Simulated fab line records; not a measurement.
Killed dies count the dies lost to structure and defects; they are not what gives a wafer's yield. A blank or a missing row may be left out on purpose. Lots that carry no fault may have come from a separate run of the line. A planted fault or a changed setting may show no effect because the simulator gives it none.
fab line records	flow nandHarc
record lots=6	wafers=18	lastDay=26
route steps=1159 shown P_CONTACT@249 P_M0@253 END@1159
lots that met no fault: from a run of the same line without faults
startH: the number of hours between the record's first day and the start of the first shown wafer of the lot	waitH: time in hours since the lot's previous step	" as in the row above	L1.1+2: a row that stands for several wafers	- either no value or no given start	* or withheld: withheld	< > ~ a bound
route shown NAME@n: NAME is a module with steps in the file, n the number in the route of the first one	usual: mean/standard deviation taken from wafers without a fault	same: alike in all rows	chamber/n: place in a boat	sites: readings site by site	_std_site: the standard deviation of these	_edge_site: the outer-site mean with the inner-site mean subtracted	radiusMm: for every site, how far away it sits from the centre of the wafer	mask NAME#n: copy n	behind: the last tool/chamber to shape the wafer	hold: the reason the lot was held/the length of the hold in hours/how it ended	device: transistor that didn't switch, given as n, p or np	end of line: tests run on the same wafers once the route is complete	for a step that has no rows: nothing shown but its recipe	killed: dies that structure and defects cost at the first sort, which is not the same as the wafer's yield	map: a wafer's dies, x killed, . not, _ none there
set.NAME: the setting as run; set.NAME@STEP: as run at that earlier step	model.NAME: the simulator's own value behind a step, which no gauge read
lots at selected steps of the route; one table per step, one row per wafer
services: when a tool's chamber went out of use (startH, in hours from the record's first day, below 0 if earlier), for how many hours, and the reason
## steps
# step NHARC_P_CONTACT_CMP_24
# recipe tOverpolishS=30	targetThkNm=200
# usual edgeZonePressureFrac=1.000/0.0051	motorCurrentA=11.9/1.3	overpolishRunS=30.000/0.0081	timeToEndpointS=40/4
lot.wafer	tool	chamber	startH	waitH	edgeZonePressureFrac	motorCurrentA	overpolishRunS	timeToEndpointS
L636.4	cmp-01	0	126.81	0.3	1.006	13.2	30.005	36
L636.2	"	1	"	"	1.001	11.8	30.001	35
L636.5	"	0	"	"	1.011	12.4	30.005	38
L637.4	cmp-03	0	133.52	0.3	0.998	10.0	30.001	42
L637.3	"	2	"	"	1.007	11.7	29.993	39
L637.6	"	0	"	"	1.000	10.3	29.999	43
L640.4	cmp-03	1	146.83	0.4	0.999	10.9	30.001	34
L640.3	"	0	"	"	1.001	10.2	29.992	41
L640.5	"	2	"	"	1.000	11.4	29.986	37
L638.2	cmp-03	2	148.16	0.5	1.003	11.5	30.002	36
L638.4	"	0	"	"	1.010	9.6	30.000	38
L638.6	"	1	"	"	1.004	10.7	30.012	31
L656.3	cmp-03	2	238.29	0.4	0.998	11.5	29.994	42
L656.2	"	0	"	"	1.004	10.5	29.997	44
L656.6	"	3	"	"	1.011	11.6	30.012	39
L658.4	cmp-02	1	253.67	0.4	1.004	13.6	30.004	37
L658.1	"	0	"	"	1.003	13.5	30.004	37
L658.6	"	2	"	"	1.000	12.2	30.003	38
# step NHARC_P_CONTACT_SRD_26
# step NHARC_P_CONTACT_INSPECT_27
# usual rawDefectCount=276/110
lot.wafer	tool	chamber	startH	waitH	rawDefectCount
L636.2	defectInspect-01	-	127.19	0.1	273
L636.4	"	-	"	"	192
L636.5	"	-	"	"	165
L637.3	defectInspect-02	-	133.92	0.1	239
L637.4	"	-	"	"	365
L637.6	"	-	"	"	317
L640.3	defectInspect-02	-	147.24	0.1	165
L640.4	"	-	"	"	148
L640.5	"	-	"	"	254
L638.2	defectInspect-02	-	148.54	0.1	211
L638.4	"	-	"	"	410
L638.6	"	-	"	"	388
L656.2	defectInspect-01	-	238.69	0.1	241
L656.3	"	-	"	"	269
L656.6	"	-	"	"	234
L658.1	defectInspect-01	-	254.08	0.1	186
L658.4	"	-	"	"	248
L658.6	"	-	"	"	207
# step NHARC_P_M0_DEP_00
# recipe targetThkA=1500	targetThkNm=150	tempC=withheld	pressureTorr=5	flowSccm=200	rfW=600	material=SiOC
# step NHARC_P_M0_DEHYDRATE_01
# recipe tempC=150	timeS=120
# step NHARC_P_M0_HMDS_02
# recipe timeS=30
# step NHARC_P_M0_COAT_33
# recipe tempC=200	timeS=65
# step NHARC_P_M0_COAT_03
# recipe spinRpm=1500	resistThkNm=90
# step NHARC_P_M0_SOFTBAKE_04
# recipe tempC=105	timeS=55
# step NHARC_P_M0_EBR_05
# step NHARC_P_M0_EXPOSE_06
# recipe na=1.35	targetCdNm=90	doseMj=81.28	maskId=P_M0
# step NHARC_P_M0_PEB_07
# recipe pebTempC=100	pebTimeS=65
# usual heaterPowerTotalW=156.6/0.43	plateTempC=100.01/0.12
lot.wafer	tool	chamber	startH	waitH	heaterPowerTotalW	plateTempC
L636.2	lithoTrack-06	0	128.15	0.1	156.9	99.85
L636.4	"	0	"	"	157.1	99.84
L636.5	"	0	"	"	156.2	100.09
L637.3	lithoTrack-01	0	134.63	0.0	156.0	100.04
L637.4	"	0	"	"	156.2	100.02
L637.6	"	0	"	"	155.9	99.83
L640.3	lithoTrack-06	0	147.93	0.0	151.9	98.13
L640.4	"	0	"	"	153.1	98.26
L640.5	"	0	"	"	151.9	98.05
L638.2	lithoTrack-06	0	149.36	0.1	153.0	98.11
L638.4	"	0	"	"	152.2	98.03
L638.6	"	0	"	"	152.1	98.09
L656.2	lithoTrack-01	0	239.51	0.1	156.6	100.12
L656.3	"	0	"	"	156.0	99.84
L656.6	"	0	"	"	157.0	99.99
L658.1	lithoTrack-01	0	254.81	0.1	156.0	100.07
L658.4	"	0	"	"	157.1	100.20
L658.6	"	0	"	"	157.2	100.12
# step NHARC_P_M0_DEVELOP_08
# recipe developTimeS=35	devTempC=23
# step NHARC_P_M0_CD_MEAS_09
# recipe targetCdNm=90	landingEnergyEv=500
# usual cdNm=90.0/0.69
lot.wafer	tool	chamber	startH	waitH	cdNm
L636.2	cdSem-01	0	128.23	-	89.9
L636.4	"	0	"	"	91.2
L636.5	"	0	"	"	90.9
L637.3	cdSem-03	0	134.72	-	90.8
L637.4	"	0	"	"	90.9
L637.6	"	0	"	"	91.9
L640.3	cdSem-02	0	148.01	-	82.3
L640.4	"	0	"	"	82.0
L640.5	"	0	"	"	81.9
L638.2	cdSem-02	0	149.44	-	83.0
L638.4	"	0	"	"	82.0
L638.6	"	0	"	"	82.7
L656.2	cdSem-01	0	239.59	-	90.0
L656.3	"	0	"	"	90.6
L656.6	"	0	"	"	90.6
L658.1	cdSem-03	0	254.88	-	90.5
L658.4	"	0	"	"	90.2
L658.6	"	0	"	"	90.3
# step NHARC_P_M0_OVL_MEAS_10
# recipe pitchNm=180
# usual overlayXNm=0.0/0.72	overlayYNm=0.1/0.81
lot.wafer	tool	chamber	startH	waitH	overlayXNm	overlayYNm
L636.2	overlay-02	-	128.32	-	-0.2	1.3
L636.4	"	-	"	"	0.4	0.4
L636.5	"	-	"	"	0.2	0.4
L637.3	overlay-02	-	134.80	-	-0.5	-0.6
L637.4	"	-	"	"	-0.6	-0.2
L637.6	"	-	"	"	-0.1	-0.5
L640.3	overlay-01	-	148.10	-	0.7	0.4
L640.4	"	-	"	"	0.8	0.3
L640.5	"	-	"	"	0.0	-0.1
L638.2	overlay-02	-	149.53	-	-0.4	0.3
L638.4	"	-	"	"	0.2	0.6
L638.6	"	-	"	"	0.4	0.6
L656.2	overlay-02	-	239.68	-	-1.9	0.4
L656.3	"	-	"	"	-1.2	0.7
L656.6	"	-	"	"	-1.5	0.5
L658.1	overlay-02	-	254.97	-	-0.5	0.7
L658.4	"	-	"	"	0.0	0.0
L658.6	"	-	"	"	0.1	0.0
# step NHARC_P_M0_INSPECT_11
# usual rawDefectCount=4.0/2.8
lot.wafer	tool	chamber	startH	waitH	rawDefectCount
L636.2	defectInspect-02	-	128.36	0.0	8
L636.4	"	-	"	"	6
L636.5	"	-	"	"	2
L637.3	defectInspect-02	-	134.84	0.0	6
L637.4	"	-	"	"	2
L637.6	"	-	"	"	7
L640.3	defectInspect-01	-	148.13	0.0	5
L640.4	"	-	"	"	8
L640.5	"	-	"	"	6
L638.2	defectInspect-02	-	149.56	0.0	3
L638.4	"	-	"	"	5
L638.6	"	-	"	"	4
L656.2	defectInspect-01	-	239.71	0.0	3
L656.3	"	-	"	"	3
L656.6	"	-	"	"	4
L658.1	defectInspect-01	-	255.01	0.0	3
L658.4	"	-	"	"	5
L658.6	"	-	"	"	3
# step NHARC_P_M0_DESCUM_14
# recipe timeS=3	o2FlowSccm=200	arFlowSccm=0	biasPowerW=0	chemistry=O2
# usual drypumpMotorCurrentA=5.6/0.43	oesProductAu=0.995/0.01	rfVppV=57.8/0.8	showerheadPlenumPTorr=1.89/0.072	throttleValvePct=11.311/0.0099
lot.wafer	tool	chamber	startH	waitH	drypumpMotorCurrentA	oesProductAu	rfHoursCounterH	rfVppV	showerheadPlenumPTorr	throttleValvePct	model.P_M0.cdNm
L636.2	rieDiel-01	2	128.42	0.1	5.1	0.996	10	56.0	1.95	11.308	89.86
L636.4	"	3	"	"	5.5	0.996	11	57.7	1.81	11.335	90.59
L636.5	"	2	"	"	5.1	1.005	-	58.2	1.95	11.323	90.22
L637.3	rieDiel-05	3	134.90	0.1	6.0	0.990	11	57.0	1.98	11.315	90.91
L637.4	"	2	"	"	5.8	0.998	11	58.4	1.79	11.321	90.43
L637.6	"	0	"	"	5.7	0.997	-	57.5	1.79	11.293	91.96
L640.4	rieDiel-05	3	148.20	0.1	6.0	0.993	12	58.2	1.98	11.304	82.72
L640.3	"	1	"	"	4.8	0.982	12	57.5	1.97	11.333	82.86
L640.5	"	3	"	"	6.0	0.987	-	58.0	1.98	11.312	82.31
L638.2	rieDiel-01	3	149.63	0.1	5.6	0.997	0	57.0	1.81	11.290	81.86
L638.4	"	3	"	"	5.5	0.987	-	56.2	1.81	11.311	81.18
L638.6	"	3	"	"	5.6	0.995	-	55.8	1.81	11.311	81.72
L656.2	rieDiel-10	3	239.77	0.1	5.1	1.003	4	59.2	1.91	11.312	90.53
L656.3	"	2	"	"	6.1	0.983	5	57.1	1.94	11.317	90.24
L656.6	"	3	"	"	5.1	0.998	-	58.3	1.91	11.328	90.8
L658.4	rieDiel-01	3	255.07	0.1	5.6	0.993	10	58.2	1.81	11.317	89.88
L658.1	"	2	"	"	5.0	1.010	9	58.8	1.95	11.307	89.88
L658.6	"	3	"	"	5.6	0.986	-	57.6	1.81	11.308	89.91
# step NHARC_P_M0_ETCH_34
# recipe targetDepthA=400	overetchA=120	timeS=43.94	ionEnergyEv=200	n2FlowSccm=150	h2FlowSccm=150	arFlowSccm=0	rfW=400	biasW=150	chemistry=N2/H2
# usual drypumpMotorCurrentA=5.6/0.43	oesProductAu=0.995/0.01	rfFwdPowerW=395.7/1.7	rfVppV=430.1/2.4	showerheadPlenumPTorr=2.02/0.078	throttleValvePct=14.172/0.0088
lot.wafer	tool	chamber	startH	waitH	drypumpMotorCurrentA	oesProductAu	rfFwdPowerW	rfHoursCounterH	rfVppV	showerheadPlenumPTorr	throttleValvePct
L636.2	rieDiel-01	2	128.50	0.1	5.0	0.996	395.9	10	431.9	2.08	14.160
L636.4	"	0	"	"	6.4	1.007	395.8	11	430.3	2.06	14.182
L636.5	"	3	"	"	5.6	1.002	398.6	-	426.4	1.93	14.179
L637.3	rieDiel-05	1	134.99	0.1	4.9	0.996	397.5	11	433.4	2.10	14.175
L637.4	"	2	"	"	5.7	1.006	391.6	11	425.6	1.90	14.175
L637.6	"	0	"	"	5.6	0.999	396.0	-	425.7	1.90	14.166
L640.3	rieDiel-05	0	148.35	0.1	5.6	1.010	395.6	13	425.7	1.90	14.158
L640.4	"	2	"	"	5.7	1.002	392.9	11	426.4	1.90	14.184
L640.5	"	0	"	"	5.6	1.008	396.8	-	427.0	1.90	14.175
L638.2	rieDiel-01	2	149.76	0.1	5.1	0.996	394.5	0	431.1	2.08	14.189
L638.4	"	3	"	"	5.5	1.000	396.8	-	427.4	1.93	14.172
L638.6	"	2	"	"	5.1	1.005	395.7	-	431.0	2.08	14.167
L656.3	rieDiel-10	2	239.86	0.1	6.1	0.983	397.2	5	432.0	2.07	14.194
L656.2	"	1	"	"	5.3	0.981	395.4	5	429.8	1.99	14.163
L656.6	"	3	"	"	5.1	0.995	398.9	-	430.4	2.03	14.164
L658.4	rieDiel-01	2	255.16	0.1	5.1	1.002	394.4	9	430.2	2.08	14.164
L658.1	"	0	"	"	6.4	0.999	395.4	8	430.6	2.06	14.169
L658.6	"	2	"	"	5.0	1.012	395.4	-	430.9	2.08	14.162
# step NHARC_P_M0_ETCH_15
# recipe targetDepthA=1500	overetchA=150	timeS=82.5	c4f8FlowSccm=withheld	arFlowSccm=400	rfW=600	biasW=300	chemistry=C4F8/Ar
# usual oesProductAu=0.951/0.021	rfFwdPowerW=596.3/2.1	rfVppV=440.2/2.4
lot.wafer	tool	chamber	startH	waitH	oesProductAu	rfFwdPowerW	rfHoursCounterH	rfVppV	model.P_M0.cdNm
L636.4	rieDiel-01	3	-	-	0.960	599.8	11	436.4	90.42
L636.2	"	2	"	"	0.966	596.6	10	441.1	90.01
L636.5	"	0	"	"	0.995	597.6	-	441.9	90.03
L637.3	rieDiel-05	0	-	-	0.927	598.0	12	435.4	91.06
L637.4	"	1	"	"	0.922	597.3	11	442.3	90.28
L637.6	"	2	"	"	0.921	595.5	-	437.1	91.29
L640.3	rieDiel-05	3	-	-	0.913	597.4	12	443.0	82.44
L640.4	"	1	"	"	0.923	594.7	12	443.0	82.67
L640.5	"	3	"	"	0.925	599.0	-	442.9	81.82
L638.2	rieDiel-01	3	149.90	0.1	0.935	599.4	0	439.1	81.87
L638.4	"	3	"	"	0.946	599.2	-	437.5	80.78
L638.6	"	2	"	"	0.948	596.1	-	441.5	81.95
L656.3	rieDiel-10	3	-	-	0.963	596.5	4	441.3	90.19
L656.2	"	0	"	"	0.951	594.1	5	440.3	90.66
L656.6	"	2	"	"	0.964	600.2	-	441.3	90.62
L658.4	rieDiel-01	3	-	-	0.948	598.8	10	438.3	90.45
L658.1	"	1	"	"	0.967	595.4	8	442.6	89.99
L658.6	"	3	"	"	0.947	598.9	-	437.7	90.42
# step NHARC_P_M0_CD_MEAS_16
# usual cdNm=89.9/0.88
lot.wafer	tool	chamber	startH	waitH	cdNm
L636.2	cdSem-01	-	128.72	-	89.8
L636.4	"	-	"	"	90.3
L636.5	"	-	"	"	90.2
L637.3	cdSem-03	-	135.21	-	90.9
L637.4	"	-	"	"	90.2
L637.6	"	-	"	"	91.4
L640.3	cdSem-01	-	148.56	-	82.5
L640.4	"	-	"	"	82.5
L640.5	"	-	"	"	81.7
L638.2	cdSem-01	-	150.06	0.1	82.0
L638.4	"	-	"	"	80.5
L638.6	"	-	"	"	82.3
L656.2	cdSem-02	-	240.08	-	90.7
L656.3	"	-	"	"	90.1
L656.6	"	-	"	"	90.3
L658.1	cdSem-03	-	255.37	-	89.7
L658.4	"	-	"	"	90.3
L658.6	"	-	"	"	90.4
# step NHARC_END_SORT_01
# recipe tempC=25
# usual defectLimitedYield=95.4/1.8	killedAtArray=27/12	killedAtOther=0.5/0.9	killedAtPeriphery=3.7/2.7	killedDies=31/12	killedOpen=3.3/2	killedShort=2.0/1.4	sort_bin_2_pct=1.4/0.74	sort_bin_3_pct=0.25/0.2	sort_bin_4_pct=2.9/1.1	sortNPass=646/12	sortRimYieldPct=96.4/2.8	sortYieldPct=95.4/1.8
# same grossDies=677	sort_bin_5_pct[%]=0	sort_bin_6_pct[%]=0	sort_bin_7_pct[%]=0	sort_bin_8_pct[%]=0	sortRimNGross=106.00
lot.wafer	tool	chamber	startH	waitH	defectLimitedYield[%]	killedAtArray	killedAtOther	killedAtPeriphery	killedDies	killedOpen	killedShort	sort_bin_2_pct[%]	sort_bin_3_pct[%]	sort_bin_4_pct[%]	sortNPass	sortRimYieldPct[%]	sortYieldPct[%]
L637.3	prober-02	0	481.78	3.1	98.2	8	1	3	12	0	3	0.6	0.30	0.9	665	98.1	98.2
L637.4	prober-02	0	482.59	3.4	96.9	18	0	3	21	4	0	1.2	0	1.9	656	96.2	96.9
L637.6	prober-02	0	484.21	4.1	97.5	13	0	4	17	3	1	0.4	0.30	1.8	660	98.1	97.5
L656.2	prober-01	0	587.12	2.8	96.5	22	0	2	24	2	3	0.7	0	2.8	653	94.3	96.5
L656.3	prober-01	0	587.93	3.1	96.3	19	0	6	25	4	4	0.7	0.30	2.7	652	95.3	96.3
L656.6	prober-01	0	590.35	4.0	95.3	24	0	8	32	7	1	0.9	0	3.8	645	92.5	95.3
L658.1	prober-02	0	609.83	2.5	94.5	34	0	3	37	5	0	1.6	0.74	3.1	640	92.5	94.5
L658.4	prober-02	0	612.26	3.4	93.9	36	0	5	41	6	2	1.9	0.15	4.0	636	88.7	93.9
L658.6	prober-02	0	613.87	4.0	93.6	39	0	4	43	3	4	1.9	0.59	3.8	634	92.5	93.6
# killed by level:class
L637.3 A_CHANNEL_HOLE_D1:chamberFilmFlake=3 P_GATE:chamberFilmFlake=2 A_M1:chamberFilmFlake=2 A_SLIT:geometricParticle:short=1 A_M0:geometricParticle:short=1 STARTING-WAFER:geometricParticle:short=1 P_BONDPAD:chamberFilmFlake=1 A_SLIT:chamberFilmFlake=1
L637.4 A_M1:chamberFilmFlake=5 A_CHANNEL_FILL_D1:chamberFilmFlake=4 A_CHANNEL_HOLE_D1:chamberFilmFlake=2 A_STAIRCASE:chamberFilmFlake=2 P_CONTACT:geometricParticle:open=1 A_ONON_D1:geometricParticle:open=1 A_CHANNEL_FILL_D1:geometricParticle:open=1 A_BONDPAD:geometricParticle:open=1
L637.6 A_CHANNEL_HOLE_D1:chamberFilmFlake=3 A_M1:chamberFilmFlake=3 P_GATE:chamberFilmFlake=2 A_CHANNEL_FILL_D1:chamberFilmFlake=2 P_M2:geometricParticle:open=1 A_ONON_D1:geometricParticle:open=1 A_WL_FILL:geometricParticle:short=1 A_BLC:geometricParticle:open=1
L656.2 A_BONDPAD:chamberFilmFlake=5 A_CHANNEL_HOLE_D1:chamberFilmFlake=3 A_M0:chamberFilmFlake=3 P_ZERO_WELL:chamberFilmFlake=2 A_STAIRCASE:chamberFilmFlake=2 A_CONTACT:chamberFilmFlake=2 A_SOURCE_PLATE:geometricParticle:short=1 A_WL_FILL:geometricParticle:short=1
L656.3 A_CHANNEL_HOLE_D1:chamberFilmFlake=6 A_STAIRCASE:chamberFilmFlake=5 A_ONON_D1:geometricParticle:short=2 P_ZERO_WELL:chamberFilmFlake=2 P_M1:chamberFilmFlake=2 A_M0:chamberFilmFlake=2 P_GATE:geometricParticle:open=1 P_M0:geometricParticle:open=1
L656.6 A_STAIRCASE:chamberFilmFlake=5 A_M0:chamberFilmFlake=4 A_CHANNEL_HOLE_D1:chamberFilmFlake=4 A_BONDPAD:chamberFilmFlake=3 A_CONTACT:geometricParticle:open=2 P_M1:chamberFilmFlake=2 A_WL_FILL:chamberFilmFlake=2 A_CONTACT:chamberFilmFlake=2
L658.1 A_SLIT:chamberFilmFlake=16 A_CHANNEL_HOLE_D1:chamberFilmFlake=11 A_STAIRCASE:chamberFilmFlake=3 P_CONTACT:geometricParticle:open=1 A_WL_FILL:geometricParticle:open=1 A_CONTACT:geometricParticle:open=1 A_BLC:geometricParticle:open=1 A_M0:geometricParticle:open=1
L658.4 A_SLIT:chamberFilmFlake=12 A_CHANNEL_HOLE_D1:chamberFilmFlake=11 A_STAIRCASE:chamberFilmFlake=4 P_STI:chamberFilmFlake=3 A_SGD_CUT:geometricParticle:open=2 A_SGD_CUT:geometricParticle:short=2 A_CONTACT:chamberFilmFlake=2 P_M2:geometricParticle:open=1
L658.6 A_SLIT:chamberFilmFlake=22 A_CHANNEL_HOLE_D1:chamberFilmFlake=9 P_M0:geometricParticle:open=2 A_BLC:geometricParticle:short=2 A_CONTACT:chamberFilmFlake=2 A_SOURCE_PLATE:geometricParticle:short=1 A_ONON_D1:geometricParticle:short=1 P_M1:chamberFilmFlake=1
## services
tool	chamber	startH	hours	kind
rieDiel-01	0	116.80	-	clean
rieDiel-01	1	116.80	-	clean
rieDiel-01	2	116.80	-	clean
lithoTrack-06	-	117.00	7.0	pm
cmp-02	-	117.89	0.8	repair
cmp-01	-	134.17	0.5	repair
rieDiel-01	0	135.73	8.0	repair
rieDiel-01	-	137.80	9.0	pm
cmp-02	-	142.04	4.0	pm
rieDiel-01	0	148.48	10.4	repair
rieDiel-01	1	149.29	4.6	repair
rieDiel-10	1	159.11	26.6	repair
cmp-02	-	161.84	1.9	repair
rieDiel-05	-	163.63	9.0	pm
cmp-03	-	163.92	4.0	pm
rieDiel-10	-	176.50	9.0	pm
rieDiel-01	2	177.92	9.8	repair
cmp-01	-	179.50	4.0	pm
cmp-03	-	181.27	1.7	repair
rieDiel-10	3	203.34	5.7	repair
cmp-03	-	205.57	0.9	repair
cmp-02	-	220.68	3.0	repair
cmp-03	-	233.60	2.0	repair
cmp-02	-	240.04	4.0	pm
## key
firstSign step=NHARC_P_M0_PEB_07	reading=plateTempC	direction=down	sigmas=16	usual=*	struck=*
effect step=NHARC_P_M0_PEB_07	reading=heaterPowerTotalW	direction=down	sigmas=9.7	usual=*	struck=*
effect step=NHARC_P_M0_CD_MEAS_09	reading=cdNm	direction=down	sigmas=11	usual=90.0	struck=82.3
effect step=NHARC_P_M0_CD_MEAS_16	reading=cdNm	direction=down	sigmas=9	usual=89.9	struck=81.9
modelEffect step=NHARC_P_M0_DESCUM_14	value=P_M0.cdNm	without=89.37	struck=82.11
modelEffect step=NHARC_P_M0_ETCH_15	value=P_M0.cdNm	without=89.18	struck=81.92
metAt NHARC_P_M0_PEB_07
struckWafers L638.2,L638.4,L638.6,L640.3,L640.4,L640.5
rowsEnd L638.2,L638.4,L638.6,L640.3,L640.4,L640.5
onsetBetween 128.15 147.93
fault kind=processParameterDrift	tool=lithoTrack-06	chamber=-	onsetH=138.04	steps=NHARC_P_M0_PEB_07	channel=pebTempC	offset=*	shape=step	actsIn=*	stated=*
# rowsEnd: these wafers met a further fault down the route, and their rows from its step on are left out
